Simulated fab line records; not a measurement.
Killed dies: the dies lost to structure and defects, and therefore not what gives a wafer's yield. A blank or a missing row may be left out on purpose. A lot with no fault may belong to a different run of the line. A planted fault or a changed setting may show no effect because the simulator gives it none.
The same fault as seen by 3 desks	flow n5 finfet	every desk sees just its own numbers, and what lay behind them comes last

## FROM THE METROLOGY DESK
What the gauges read, lot by lot, whatever tool the lot ran on: means of the sampled wafers that have a number. A lot is out of limits, marked OUT, if its mean lies more than 4 standard deviations from the usual mean; the brackets give that distance. 7 of its 11 readings are shown, namely those furthest out on some lot.
Columns: A = thk nm at N5_DUMMY_GATE_THK_MEAS_05, usual 72.1 nm; B = DIBL_N at N5_BEOL_M4_RC_MEAS_101, usual 35.9 mV/V; C = IOFF_P at N5_BEOL_M4_RC_MEAS_101, usual 0.21 nA/um; D = ION_P at N5_BEOL_M4_RC_MEAS_101, usual 461 uA/um; E = SS_N at N5_BEOL_M4_RC_MEAS_101, usual 71.4 mV/dec; F = SS_P at N5_BEOL_M4_RC_MEAS_101, usual 73.2 mV/dec; G = VT_P at N5_BEOL_M4_RC_MEAS_101, usual -250 mV
lot	first seen here	A	B	C	D	E	F	G
L218	day 3 00:20	72.1	36.5	0.23	462	72.2	73.6	-246
L219	day 3 07:34	73.4	34.6	0.22	468	71.2	72.4	-247
L220	day 3 20:36	71.0	37.0	0.24	460	71.6	73.7	-247
L224	day 4 13:07	71.9	36.1	0.21	468	71.1	73.1	-248
L225	day 4 18:32	72.6	35.9	0.18	459	70.8	73.4	-254
L231	day 6 05:57	71.4	35.7	0.24	471	71.6	72.7	-246
L237	day 7 22:42	72.0	36.7	0.17	447	71.5	73.0	-256
L238	day 8 00:34	73.6	37.7	0.23	465	71.5	73.4	-250
L239	day 8 08:34	72.6	35.3	0.21	458	71.6	73.7	-250
This desk's finding: nothing out of limits on any of the 9 lots.

## AT THE TOOL OWNER'S DESK: wet bench-01
The tool's own readings at N5_STI_FIN_REVEAL_PRECLEAN_18 (cleans in SC2, time 45 s): means of the sampled wafers that have a number, for each lot that ran on this tool. A lot is out of limits, marked OUT, if its mean lies more than 4 standard deviations from the usual mean; the brackets give that distance.
Columns: A = bath heat duty pct at N5_STI_FIN_REVEAL_PRECLEAN_18, usual 3.5 %
lot	first seen here	A
L219	day 3 01:56	3.5
L220	day 3 15:34	3.5
L224	day 4 08:22	3.3
L225	day 4 14:17	3.4
L238	day 7 19:25	3.9
L239	day 8 01:34	3.4
This desk's finding: nothing out of limits on any of the 6 lots.

## THE DEFECT DESK
What the inspections along the route counted, lot by lot: means of the sampled wafers that have a number. A lot is out of limits, marked OUT, if its mean lies more than 4 standard deviations from the usual mean; the brackets give that distance.
Columns: A = raw defect count at N5_STI_FIN_REVEAL_INSPECT_13, usual 11
lot	first seen here	A
L218	day 2 20:09	9
L219	day 3 01:59	11
L220	day 3 15:37	10
L224	day 4 08:26	362 (+69) OUT
L225	day 4 14:20	349 (+66) OUT
L231	day 6 01:46	14
L237	day 7 16:20	14
L238	day 7 19:28	9
L239	day 8 01:38	10
This desk finds L224, L225 out of limits, L224 being first, at day 4 08:26 (raw defect count at N5_STI_FIN_REVEAL_INSPECT_13). Within limits: L218, L219, L220, L231, L237, L238, L239.

## PUT TOGETHER
The defect desk could have raised an alarm at day 4 08:26, on L224, L225.
Metrology desk: nothing out of limits seen.
Nothing out of limits was seen by the tool owner's desk.
The metrology desk holds a record of L224, L225, inside its limits.
On record at the tool owner's desk: L224, L225, within its limits.
All the named lots went through N5_STI_FIN_REVEAL_PRECLEAN_18 on wet bench-01.

## WHAT THE SIMULATOR HAD PUT IN
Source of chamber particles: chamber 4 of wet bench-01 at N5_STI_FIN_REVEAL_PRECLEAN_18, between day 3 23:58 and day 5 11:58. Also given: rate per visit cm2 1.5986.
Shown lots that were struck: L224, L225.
Hours from the fault's start to each desk's first reading out of limits: the defect desk, 8.
